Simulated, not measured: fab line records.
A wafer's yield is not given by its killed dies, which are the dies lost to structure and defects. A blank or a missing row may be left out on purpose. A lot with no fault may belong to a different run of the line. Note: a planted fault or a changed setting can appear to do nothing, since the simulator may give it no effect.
Problem report in the 8D (eight disciplines) form, filled by code || flow nand-harc || the parts of the form that need people (team, actions taken, sign-off) are left out

1. WHAT WENT WRONG
Wafers with no fault read 112.6 s with a standard deviation of 0.43, whereas run-length-s at NHARC_A_M1_ETCH_15 reads a mean of 99.4 s on 1 wafer of 1 lot. Relative to the usual mean, that is a shift of -31 standard deviations.
The step: etches the open film in C4F8/Ar, target depth 182.5 nm, time 91.2 s.
The first sign was on wafer L331.4 at day 21 18:55, on rie-diel-11. Wafers with a number at this step in the record: 36, from 12 lots. By rule, "out" or "out of limits" means more than 4 standard deviations away from the usual mean. The other wafers with a number count as sound.

2. WHAT IT IS AND WHAT IT IS NOT
{"question": "which readings at this step", "is": "run-length-s", "is not": "oes-product-au, rf-vpp-V"}
{"question": "which lots", "is": "L331", "is not": "L319, L320, L321, L322, L323, L324, L326, L335, L338, L340, L342"}
{"question": "which wafers of those lots", "is": "L331.4", "is not": "L331.1, L331.6"}
{"question": "read on which tools", "is": "rie-diel-11", "is not": "rie-diel-05, rie-diel-07"}
{"question": "when", "is": "from day 21 18:55", "is not": "up to then (23 sound wafers); but 12 sound wafers of L335, L338, L340, L342 came after"}

3. THE SUSPECTS, EACH WITH WHAT RULES IT OUT
Counting: any tool at a process step up to the reading remains a suspect provided it ran every lot that is out. Sound lots after the first of them don't rule it out here, since some wafers of a struck lot are sound.
- rie-diel-09 at NHARC_A_M0_DESCUM_14 (chemistry O2, time 3 s): kept. The lot that is out, L331, ran on it at day 21 14:32; the last sound lot it ran before that was L323, at day 18 06:10.
- pecvd-02 at NHARC_A_M0_PRE_CLEAN_31 (time 12 s): kept. The lot that is out, L331, ran on it at day 21 17:15; the last sound lot it ran before that was L323, at day 18 09:11.
- rie-diel-11 at NHARC_A_M1_ETCH_15 (etches the open film in C4F8/Ar, target depth 182.5 nm, time 91.2 s): kept. The lot that is out, L331, ran on it at day 21 18:55; the last sound lot it ran before that was L323, at day 18 10:53. Its own readings are out on those wafers: run-length-s.
- Within rie-diel-09 at NHARC_A_M0_DESCUM_14, the wafers that are out were processed in chamber 0 and their sound lot-mates in chamber 1.
- Within pecvd-02 at NHARC_A_M0_PRE_CLEAN_31, the wafers that are out were processed in chamber 2 and their sound lot-mates in chamber 1.
- Within rie-diel-11 at NHARC_A_M1_ETCH_15, the wafers that are out were processed in chamber 2 and their sound lot-mates in chamber 3.
After the count, these remain: rie-diel-09 at NHARC_A_M0_DESCUM_14, pecvd-02 at NHARC_A_M0_PRE_CLEAN_31 and rie-diel-11 at NHARC_A_M1_ETCH_15.

4. THE CAUSE (what the simulator had put in)
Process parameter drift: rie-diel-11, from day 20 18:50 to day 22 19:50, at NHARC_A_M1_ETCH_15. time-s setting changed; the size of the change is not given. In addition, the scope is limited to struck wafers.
This tool is one of the 3 suspects left after counting.

5. THE CHAIN OF EFFECTS, in route order
Rows list readings where the struck wafers' mean (over those with a number) sits beyond 3 standard deviations from the usual. Only readings whose record carries a usual standard deviation are examined. hours: median over the lots of the time between each lot's start at the first step of this table that gives one and its start at this step. sigmas: the change, counted in usual standard deviations.
{"hours": 0, "step": "NHARC_A_M1_ETCH_15", "reading": "run-length-s", "usual": "112.6 s", "on struck wafers": 99.4, "change": -13.2, "sigmas": -31}
It contains these process steps:
- NHARC_A_M1_ETCH_15: etches the open film in C4F8/Ar, target depth 182.5 nm, time 91.2 s.

6. WHAT WOULD HAVE CAUGHT IT SOONER
24 hours passed between the start of the fault at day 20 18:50 and the first reading out of limits in this record, taken at day 21 18:55.
